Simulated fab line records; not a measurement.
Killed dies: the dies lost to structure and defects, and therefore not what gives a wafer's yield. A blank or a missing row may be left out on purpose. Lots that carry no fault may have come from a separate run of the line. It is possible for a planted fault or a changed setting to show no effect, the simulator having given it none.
Chamber matching ; flow nand harc ; rie diel-10 running NHARC_P_M2_ETCH_35: 4 sister chambers
The step etches the open film in N2/H2, target depth 40 nm, overetch 12 nm, time 43.94 s. 22 wafers are shown with their chamber, then 11 later ones without.

WAFERS PAIRED WITH THEIR CHAMBERS
wafer;chamber;showerhead plenum p Torr (Torr);drypump motor current A (A);rf vpp V (V)
L076.1;1;1.91;5.35;426.8
L076.5;2;2.01;5.55;430.7
L076.6;3;2.11;5.89;431.1
L078.2;2;2.01;5.51;430.4
L078.4;1;1.90;5.41;425.5
L078.5;1;1.90;5.42;426.8
L080.3;2;2.01;5.52;430.2
L080.4;0;2.07;5.86;430.6
L080.6;1;1.90;5.37;427.6
L081.4;0;2.08;5.88;432.1
L081.5;1;1.90;5.37;427.7
L081.6;2;2.01;5.51;430.5
L083.1;2;2.01;5.52;430.1
L083.2;0;2.07;5.88;431.3
L083.6;2;2.01;5.51;428.6
L087.1;0;2.07;5.91;430.7
L087.2;2;2.01;5.52;429.4
L087.3;1;1.90;5.40;424.9
L088.1;2;2.01;5.51;430.1
L088.3;1;1.90;5.38;427.8
L088.4;0;2.07;5.89;430.9
L090.1;2;2.01;5.51;429.8

SIGNATURES, as means of the wafers listed above
reading;chamber 0;chamber 1;chamber 2;chamber 3;scatter within a chamber
showerhead plenum p Torr;2.0720;1.9014;2.0100;2.1100;0.00303
drypump motor current A;5.8840;5.3857;5.5178;5.8900;0.0189
rf vpp V;431.120;426.729;429.978;431.100;0.834
Rule: for each reading, subtract the chamber's mean from the wafer's reading, divide by that reading's scatter and square the result; add these up over the readings and take the root, which gives the wafer's distance from the chamber. If the next closest chamber is less than 2 further off than the closest, the wafer can't be placed; otherwise it belongs to the closest. The scatter: the root of (the sum of the squares of (reading less its chamber's mean) over the shown wafers, divided by (wafers less chambers)).

WAFERS MISSING THEIR CHAMBER
wafer;showerhead plenum p Torr (Torr);drypump motor current A (A);rf vpp V (V)
L090.3;1.90;5.42;425.6
L090.4;2.11;5.91;432.7
L092.1;2.11;5.94;431.4
L092.2;2.07;5.89;431.2
L092.4;1.90;5.40;427.1
L094.1;2.07;5.87;432.3
L094.4;2.01;5.54;429.0
L094.5;2.07;5.87;432.1
L096.1;2.07;5.87;431.7
L096.2;1.90;5.41;426.3
L096.3;2.01;5.56;430.8

WHICH CHAMBER EACH ONE RAN IN
wafer;from the rows above;in truth
L090.3;1;1
L090.4;3;3
L092.1;3;3
L092.2;0;0
L092.4;1;1
L094.1;0;0
L094.4;2;2
L094.5;0;0
L096.1;0;0
L096.2;1;1
L096.3;2;2
Correctly placed: 11 of 11. From these rows, 0 cannot be placed. 0 placed wrongly.
